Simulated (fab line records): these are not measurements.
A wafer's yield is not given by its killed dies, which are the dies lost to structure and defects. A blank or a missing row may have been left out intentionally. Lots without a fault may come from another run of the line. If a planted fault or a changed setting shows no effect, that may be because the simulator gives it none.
Which tool was responsible? | flow n5Finfet | Sampling: 24 lots, 72 wafers, 4 of 1938 route steps

WHAT THE GAUGES SHOWED, per wafer
N5_BEOL_M1_THK_MEAS_53: measures by xrf. Usual: M1_THK typically reads 39.0 nm, with standard deviation 1.8.
lot  | measured     | on           | M1_THK (nm)    | flag
L074 | day 6 09:02  | filmMetro-02 | 39.5 40.7 40.3 | 
L075 | day 6 21:30  | filmMetro-01 | 37.4 35.5 36.7 | 
L076 | day 6 22:51  | filmMetro-01 | 39.4 40.0 40.4 | 
L077 | day 7 02:34  | filmMetro-02 | 35.9 36.1 39.9 | 
L079 | day 7 15:32  | filmMetro-02 | 39.5 39.4 36.6 | 
L078 | day 7 20:28  | filmMetro-01 | 35.7 36.3 37.0 | 
L081 | day 8 20:03  | filmMetro-01 | 37.1 39.7 38.3 | 
L080 | day 9 02:34  | filmMetro-01 | 42.6 39.8 39.3 | 
L083 | day 9 03:13  | filmMetro-02 | 40.5 42.1 40.2 | 
L082 | day 9 06:19  | filmMetro-02 | 37.4 40.1 37.5 | 
L084 | day 10 01:25 | filmMetro-01 | 38.4 41.2 38.8 | 
L085 | day 10 05:48 | filmMetro-02 | 40.9 40.0 37.4 | 
L086 | day 10 05:59 | filmMetro-01 | 42.1 36.7 40.7 | 
L087 | day 10 08:20 | filmMetro-01 | 37.1 38.0 38.9 | 
L088 | day 10 13:47 | filmMetro-02 | 40.4 39.4 39.0 | 
L090 | day 10 14:54 | filmMetro-02 | 40.6 39.7 42.1 | 
L089 | day 10 21:35 | filmMetro-02 | 36.2 37.0 37.9 | 
L091 | day 10 22:16 | filmMetro-02 | 38.9 40.0 41.0 | 
L092 | day 11 09:02 | filmMetro-02 | 35.4 37.5 42.3 | 
L093 | day 11 12:24 | filmMetro-01 | 41.3 42.1 43.3 | 
L094 | day 11 14:52 | filmMetro-01 | 43.7 41.5 40.2 | 
L095 | day 11 18:56 | filmMetro-02 | 41.3 37.2 39.7 | 
L096 | day 12 01:33 | filmMetro-01 | 37.7 36.2 41.1 | 
L097 | day 12 14:35 | filmMetro-01 | 38.5 39.1 38.4 | 

TOOL THAT RAN EACH LOT (tool first, then ch and the chambers of the sampled wafers, then the start)
lot  | N5_BEOL_M1_ANNEAL_89        | N5_BEOL_M1_SPUTTER_90       | N5_BEOL_M1_ANNEAL_51
L074 | pvdSputter-02, day 6 07:26  | pvdSputter-02, day 6 07:35  | rtpAnneal-01 ch 0, day 6 08:34
L075 | pvdSputter-02, day 6 19:55  | pvdSputter-02, day 6 20:03  | rtpAnneal-01 ch 0, day 6 20:55
L076 | pvdSputter-03, day 6 21:07  | pvdSputter-03, day 6 21:15  | rtpAnneal-01 ch 0, day 6 22:12
L077 | pvdSputter-02, day 7 00:59  | pvdSputter-02, day 7 01:07  | rtpAnneal-01 ch 0, day 7 01:59
L079 | pvdSputter-03, day 7 13:56  | pvdSputter-03, day 7 14:05  | rtpAnneal-02 ch 0, day 7 14:56
L078 | pvdSputter-03, day 7 18:53  | pvdSputter-03, day 7 19:01  | rtpAnneal-02 ch 0, day 7 19:55
L081 | pvdSputter-03, day 8 18:28  | pvdSputter-03, day 8 18:36  | rtpAnneal-01 ch 0, day 8 19:28
L080 | pvdSputter-02, day 9 00:59  | pvdSputter-02, day 9 01:07  | rtpAnneal-01 ch 0, day 9 01:59
L083 | pvdSputter-03, day 9 01:25  | pvdSputter-03, day 9 01:34  | rtpAnneal-02 ch 0, day 9 02:40
L082 | pvdSputter-03, day 9 04:36  | pvdSputter-03, day 9 04:44  | rtpAnneal-01 ch 0, day 9 05:43
L084 | pvdSputter-01, day 9 23:50  | pvdSputter-01, day 9 23:58  | rtpAnneal-01 ch 0, day 10 00:50
L085 | pvdSputter-02, day 10 04:13 | pvdSputter-02, day 10 04:21 | rtpAnneal-01 ch 0, day 10 05:15
L086 | pvdSputter-01, day 10 04:13 | pvdSputter-01, day 10 04:21 | rtpAnneal-02 ch 0, day 10 05:23
L087 | pvdSputter-02, day 10 06:38 | pvdSputter-02, day 10 06:46 | rtpAnneal-01 ch 0, day 10 07:44
L088 | pvdSputter-03, day 10 11:48 | pvdSputter-03, day 10 11:56 | rtpAnneal-01 ch 0, day 10 12:48
L090 | pvdSputter-01, day 10 13:01 | pvdSputter-01, day 10 13:10 | rtpAnneal-01 ch 0, day 10 14:07
L089 | pvdSputter-01, day 10 19:52 | pvdSputter-01, day 10 20:01 | rtpAnneal-02 ch 0, day 10 20:59
L091 | pvdSputter-03, day 10 20:40 | pvdSputter-03, day 10 20:49 | rtpAnneal-01 ch 0, day 10 21:48
L092 | pvdSputter-02, day 11 07:27 | pvdSputter-02, day 11 07:35 | rtpAnneal-01 ch 0, day 11 08:26
L093 | pvdSputter-01, day 11 10:48 | pvdSputter-01, day 11 10:56 | rtpAnneal-02 ch 0, day 11 11:52
L094 | pvdSputter-03, day 11 13:16 | pvdSputter-03, day 11 13:25 | rtpAnneal-02 ch 0, day 11 14:25
L095 | pvdSputter-02, day 11 17:20 | pvdSputter-02, day 11 17:29 | rtpAnneal-02 ch 0, day 11 18:20
L096 | pvdSputter-02, day 11 23:58 | pvdSputter-02, day 12 00:06 | rtpAnneal-02 ch 0, day 12 01:00
L097 | pvdSputter-03, day 12 12:59 | pvdSputter-03, day 12 13:08 | rtpAnneal-02 ch 0, day 12 14:02
- N5_BEOL_M1_ANNEAL_89: time 240 s.
- N5_BEOL_M1_SPUTTER_90: material Cu, target thk 4.5 nm, time 8.29 s.
- N5_BEOL_M1_ANNEAL_51: time 90 s.

AS READ BY THE TOOLS THEMSELVES (means over the sampled wafers that have a number; for cases with no such wafer, the mark the record gives instead)
N5_BEOL_M1_ANNEAL_89. Usual: heaterPowerW 810 W, standard deviation 46; susceptor_temp_C_max 401.0, standard deviation 0.38.
lot  | tool          | heaterPowerW (W) | susceptor_temp_C_max | flag
L074 | pvdSputter-02 | 739              | 400.8                | 
L075 | pvdSputter-02 | 773              | 400.9                | 
L076 | pvdSputter-03 | 829              | 401.0                | 
L077 | pvdSputter-02 | 784              | 400.7                | 
L079 | pvdSputter-03 | 840              | 401.4                | 
L078 | pvdSputter-03 | 836              | 401.2                | 
L081 | pvdSputter-03 | 805              | 401.2                | 
L080 | pvdSputter-02 | 780              | 400.8                | 
L083 | pvdSputter-03 | 829              | 401.0                | 
L082 | pvdSputter-03 | 844              | 401.2                | 
L084 | pvdSputter-01 | 829              | 401.0                | 
L085 | pvdSputter-02 | 780              | 401.0                | 
L086 | pvdSputter-01 | 858              | 401.1                | 
L087 | pvdSputter-02 | 789              | 400.8                | 
L088 | pvdSputter-03 | 853              | 401.1                | 
L090 | pvdSputter-01 | 849              | 400.4                | 
L089 | pvdSputter-01 | 812              | 401.3                | 
L091 | pvdSputter-03 | 835              | 401.2                | 
L092 | pvdSputter-02 | 764              | 400.9                | 
L093 | pvdSputter-01 | 866              | 400.6                | 
L094 | pvdSputter-03 | 848              | 401.1                | 
L095 | pvdSputter-02 | 766              | 401.0                | 
L096 | pvdSputter-02 | 750              | 400.7                | 
L097 | pvdSputter-03 | 829              | 401.5                | 

N5_BEOL_M1_SPUTTER_90. Usual: chamberPressurePa 0.06999 Pa, standard deviation 0.00014; throttleValvePct 30.0 %, standard deviation 0.76.
lot  | tool          | chamberPressurePa (Pa) | throttleValvePct (%) | flag
L074 | pvdSputter-02 | 0.07003                | 30.1                 | 
L075 | pvdSputter-02 | 0.07003                | 29.8                 | 
L076 | pvdSputter-03 | 0.06995                | 30.1                 | 
L077 | pvdSputter-02 | 0.07004                | 30.1                 | 
L079 | pvdSputter-03 | 0.07009                | 29.3                 | 
L078 | pvdSputter-03 | 0.06998                | 30.0                 | 
L081 | pvdSputter-03 | 0.06987                | 30.3                 | 
L080 | pvdSputter-02 | 0.06992                | 30.3                 | 
L083 | pvdSputter-03 | 0.06993                | 29.8                 | 
L082 | pvdSputter-03 | 0.07010                | 30.0                 | 
L084 | pvdSputter-01 | 0.07003                | 30.3                 | 
L085 | pvdSputter-02 | 0.07011                | 29.8                 | 
L086 | pvdSputter-01 | 0.06989                | 30.3                 | 
L087 | pvdSputter-02 | 0.06996                | 30.2                 | 
L088 | pvdSputter-03 | 0.06993                | 29.5                 | 
L090 | pvdSputter-01 | 0.07002                | 30.3                 | 
L089 | pvdSputter-01 | 0.06987                | 30.3                 | 
L091 | pvdSputter-03 | 0.07003                | 30.1                 | 
L092 | pvdSputter-02 | 0.06994                | 30.3                 | 
L093 | pvdSputter-01 | 0.06995                | 30.2                 | 
L094 | pvdSputter-03 | 0.07010                | 29.5                 | 
L095 | pvdSputter-02 | 0.07008                | 30.4                 | 
L096 | pvdSputter-02 | 0.06999                | 30.3                 | 
L097 | pvdSputter-03 | 0.07007                | 29.8                 | 

N5_BEOL_M1_ANNEAL_51. Usual: wafer_temp_C_max reads 226.0 (standard deviation 0.34).
lot  | tool         | wafer_temp_C_max | flag
L074 | rtpAnneal-01 | 225.7            | 
L075 | rtpAnneal-01 | 225.6            | 
L076 | rtpAnneal-01 | 225.7            | 
L077 | rtpAnneal-01 | 225.4            | 
L079 | rtpAnneal-02 | 226.5            | 
L078 | rtpAnneal-02 | 226.2            | 
L081 | rtpAnneal-01 | 225.8            | 
L080 | rtpAnneal-01 | 225.8            | 
L083 | rtpAnneal-02 | 226.1            | 
L082 | rtpAnneal-01 | 226.0            | 
L084 | rtpAnneal-01 | 225.6            | 
L085 | rtpAnneal-01 | 225.7            | 
L086 | rtpAnneal-02 | 226.2            | 
L087 | rtpAnneal-01 | 226.0            | 
L088 | rtpAnneal-01 | 225.6            | 
L090 | rtpAnneal-01 | 225.9            | 
L089 | rtpAnneal-02 | 226.3            | 
L091 | rtpAnneal-01 | 225.8            | 
L092 | rtpAnneal-01 | 226.0            | 
L093 | rtpAnneal-02 | 226.0            | 
L094 | rtpAnneal-02 | 226.2            | 
L095 | rtpAnneal-02 | 226.5            | 
L096 | rtpAnneal-02 | 226.2            | 
L097 | rtpAnneal-02 | 226.4            | 

THE ANSWER, worked out from the rows above alone
Rule: take the mean of a lot's wafers that have a number; if it is more than 3 standard deviations from the usual mean, the lot is off. Also off: a lot with no number at a reading for which 4 or more lots have one. Any other lot the step has rows for is counted as sound. The gauges are gone through in route order, then the tools' own readings, and for those a lot's mean is taken as printed above. The first step at which some lot is off is used, and at that step the reading that is off furthest; a lot without a number counts as furthest.
No lot is off at any reading shown: from this, nothing can be told.

WHAT WAS PUT IN BY THE SIMULATOR
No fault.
